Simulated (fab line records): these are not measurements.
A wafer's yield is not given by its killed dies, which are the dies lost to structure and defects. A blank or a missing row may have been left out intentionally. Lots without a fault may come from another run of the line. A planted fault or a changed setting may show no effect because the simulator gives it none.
Which of the tools did it? ; flow nand-harc ; 12 lots with 36 wafers sampled at 5 steps, on a route of 1302 steps

WHAT THE GAUGES READ, wafer by wafer
NHARC_END_SORT_01.
lot;measured;on;killed-at-array;killed-at-other;killed-at-periphery;killed-dies;killed-open;killed-short
L479;day 31 08:58;prober-01;20 670 22;1 0 1;6 7 7;27 677 30;2 5 2;5 2 4
L481;day 32 01:22;prober-01;72 665 73;1 1 1;6 11 1;79 677 75;2 2 4;1 2 5

WHAT TOOL EACH LOT RAN ON (gives the tool, then ch and the chambers of the sampled wafers, and finally the start)
lot;NHARC_A_STAIRCASE_STRIP_205;NHARC_A_STAIRCASE_TRIM_222;NHARC_A_STAIRCASE_ETCH_232;NHARC_A_STAIRCASE_ETCH_236
L470;plasma-asher-02 ch 0,1, day 15 13:52;rie-diel-10 ch 0,2,3, day 15 17:04 or earlier;rie-diel-10 ch 0,1,3, day 15 17:04;rie-diel-10 ch 1,2,3, no start
L471;plasma-asher-01 ch 0, day 16 18:20;rie-diel-04 ch 1,2,3, day 16 21:28 or earlier;rie-diel-04 ch 0,1,2, day 16 21:28;rie-diel-04 ch 0,1,2, no start
L474;plasma-asher-02 ch 0,1, day 17 05:26;rie-diel-10 ch 0,1,3, day 17 08:29 or earlier;rie-diel-10 ch 1,2,3, day 17 08:29;rie-diel-10 ch 0,1,2, no start
L475;plasma-asher-01 ch 0,1, day 17 14:22;rie-diel-04 ch 0,1,2, day 17 18:02 or earlier;rie-diel-10 ch 0,1,2, day 17 18:02;rie-diel-10 ch 0,1,2, no start
L479;plasma-asher-02 ch 0,1, day 20 01:38;rie-diel-10 ch 1,2,3, day 20 11:29 or earlier;rie-diel-10 ch 0,2,3, day 20 11:29;rie-diel-10 ch 0,1,2, day 31 08:58 or earlier
L481;plasma-asher-02 ch 0, day 20 15:38;rie-diel-04 ch 0,1,3, day 20 19:50 or earlier;rie-diel-10 ch 0,2, day 20 19:50;rie-diel-10 ch 1,2,3, day 32 01:22 or earlier
L486;plasma-asher-01 ch 0,1, day 22 15:01;rie-diel-10 ch 1,2,3, day 22 18:01 or earlier;rie-diel-03 ch 1,2, day 22 18:01;rie-diel-03 ch 0,2, no start
L489;plasma-asher-01 ch 0,1, day 24 06:09;rie-diel-04 ch 1,2, day 24 09:21 or earlier;rie-diel-10 ch 0,1,2, day 24 09:21;rie-diel-10 ch 1,2, no start
L490;plasma-asher-02 ch 0,1, day 24 06:28;rie-diel-04 ch 0,1, day 24 09:55 or earlier;rie-diel-10 ch 0,2,3, day 24 09:55;rie-diel-10 ch 1,2,3, no start
L491;plasma-asher-02 ch 0,1, day 24 09:50;rie-diel-03 ch 0,1,2, day 24 12:56 or earlier;rie-diel-04 ch 0,2, day 24 12:56;rie-diel-04 ch 1,2, no start
L492;plasma-asher-02 ch 0,1, day 25 12:07;rie-diel-03 ch 0,1,3, day 25 15:05 or earlier;rie-diel-10 ch 0,1,3, day 25 15:05;rie-diel-10 ch 0,1,2, no start
L493;plasma-asher-01 ch 0,1, day 26 05:27;rie-diel-03 ch 0,1,2, day 26 11:24 or earlier;rie-diel-03 ch 1,2,3, day 26 11:24;rie-diel-03 ch 0,2,3, no start
- NHARC_A_STAIRCASE_STRIP_205: strips in O2.
- NHARC_A_STAIRCASE_TRIM_222: chemistry O2, time 211.2 s.
- NHARC_A_STAIRCASE_ETCH_232: etches the open film in C4F8/O2, target depth 100 nm, time 40.5 s.
- NHARC_A_STAIRCASE_ETCH_236: etches the open film in C4F8/O2, target depth 100 nm, time 40.5 s.

AS READ BY THE TOOLS THEMSELVES (means over the sampled wafers that have a number; for cases with no such wafer, the mark the record gives instead)
NHARC_A_STAIRCASE_STRIP_205.
lot;tool;drypump-motor-current-A (A);heater-power-w (W)
L470;plasma-asher-02;5.8;286
L471;plasma-asher-01;5.1;336
L474;plasma-asher-02;5.8;288
L475;plasma-asher-01;5.9;349
L479;plasma-asher-02;5.3;301
L481;plasma-asher-02;6.2;270
L486;plasma-asher-01;5.9;351
L489;plasma-asher-01;5.5;341
L490;plasma-asher-02;5.3;306
L491;plasma-asher-02;5.3;308
L492;plasma-asher-02;5.8;289
L493;plasma-asher-01;5.9;355

NHARC_A_STAIRCASE_TRIM_222.
lot;tool;drypump-motor-current-A (A);oes-product-au (a.u.);rf-vpp-V (V);showerhead-plenum-p-Torr (Torr);throttle-valve-pct (%)
L470;rie-diel-10;5.9;1.000;57.8;3.50;17.038
L471;rie-diel-04;6.0;1.008;57.1;3.41;17.028
L474;rie-diel-10;5.7;1.008;58.0;3.61;17.038
L475;rie-diel-04;5.9;1.003;57.3;3.44;17.031
L479;rie-diel-10;5.8;1.002;58.3;3.55;17.036
L481;rie-diel-04;5.8;1.005;56.5;3.42;17.045
L486;rie-diel-10;5.8;1.002;57.4;3.54;17.036
L489;rie-diel-04;6.1;1.008;56.8;3.39;17.043
L490;rie-diel-04;5.7;1.007;56.7;3.45;17.036
L491;rie-diel-03;6.1;0.997;58.4;3.70;17.041
L492;rie-diel-03;5.8;0.994;58.4;3.70;17.035
L493;rie-diel-03;6.1;0.997;58.4;3.69;17.035

NHARC_A_STAIRCASE_ETCH_232.
lot;tool;oes-product-au (a.u.);rf-vpp-V (V);run-length-s (s)
L470;rie-diel-10;0.940;899;62.3
L471;rie-diel-04;0.949;893;62.4
L474;rie-diel-10;0.939;898;62.2
L475;rie-diel-10;0.938;897;62.1
L479;rie-diel-10;0.941;894;52.9
L481;rie-diel-10;0.959;893;52.8
L486;rie-diel-03;0.966;900;61.5
L489;rie-diel-10;0.955;896;62.2
L490;rie-diel-10;0.947;893;62.3
L491;rie-diel-04;0.949;891;62.1
L492;rie-diel-10;0.962;897;62.1
L493;rie-diel-03;0.933;900;61.6

NHARC_A_STAIRCASE_ETCH_236.
lot;tool;oes-product-au (a.u.);rf-vpp-V (V);run-length-s (s)
L470;rie-diel-10;0.950;898;62.3
L471;rie-diel-04;0.944;893;62.2
L474;rie-diel-10;0.948;898;62.4
L475;rie-diel-10;0.941;896;62.4
L479;rie-diel-10;0.950;896;62.2
L481;rie-diel-10;0.939;897;62.3
L486;rie-diel-03;0.948;902;61.8
L489;rie-diel-10;0.952;894;62.5
L490;rie-diel-10;0.953;896;62.3
L491;rie-diel-04;0.942;893;62.4
L492;rie-diel-10;0.960;897;62.2
L493;rie-diel-03;0.922;900;61.4

THE ANSWER, worked out from the rows above alone
Rule: usual is defined by the lots themselves. Put in order of their means at a reading, lots are off if they are a third of the lots or fewer, leave a main group of 4 or more, and stand apart from it by a gap of 3 or more times the standard deviation of the main group's means; of several such gaps the widest counts. A main group whose means are all the same, to the digits that the tables above print for the reading, isn't used. A lot without any number at a reading at which 4 lots or more have one is off too. Where the step has rows for the other lots, those lots are counted as sound. The gauges are gone through in route order, then the tools' own readings, and for those a lot's mean is taken as printed above. At the first step where some lot is off, the reading lying furthest off is the one used; lots without a number count as furthest.
Off: L479, L481 (NHARC_A_STAIRCASE_ETCH_232, run-length-s). The main group: mean 62.1 s, standard deviation 0.28.
A tool fits if, at that step or a process step before it, it ran every lot that is off, and no sound lot after the first of them. Because NHARC_A_STAIRCASE_TRIM_222 lacks a start for some lots, the hours and order of its lots are taken from NHARC_A_STAIRCASE_ETCH_232. Of those tried, none fits.

WHAT THE SIMULATOR HAD PUT IN
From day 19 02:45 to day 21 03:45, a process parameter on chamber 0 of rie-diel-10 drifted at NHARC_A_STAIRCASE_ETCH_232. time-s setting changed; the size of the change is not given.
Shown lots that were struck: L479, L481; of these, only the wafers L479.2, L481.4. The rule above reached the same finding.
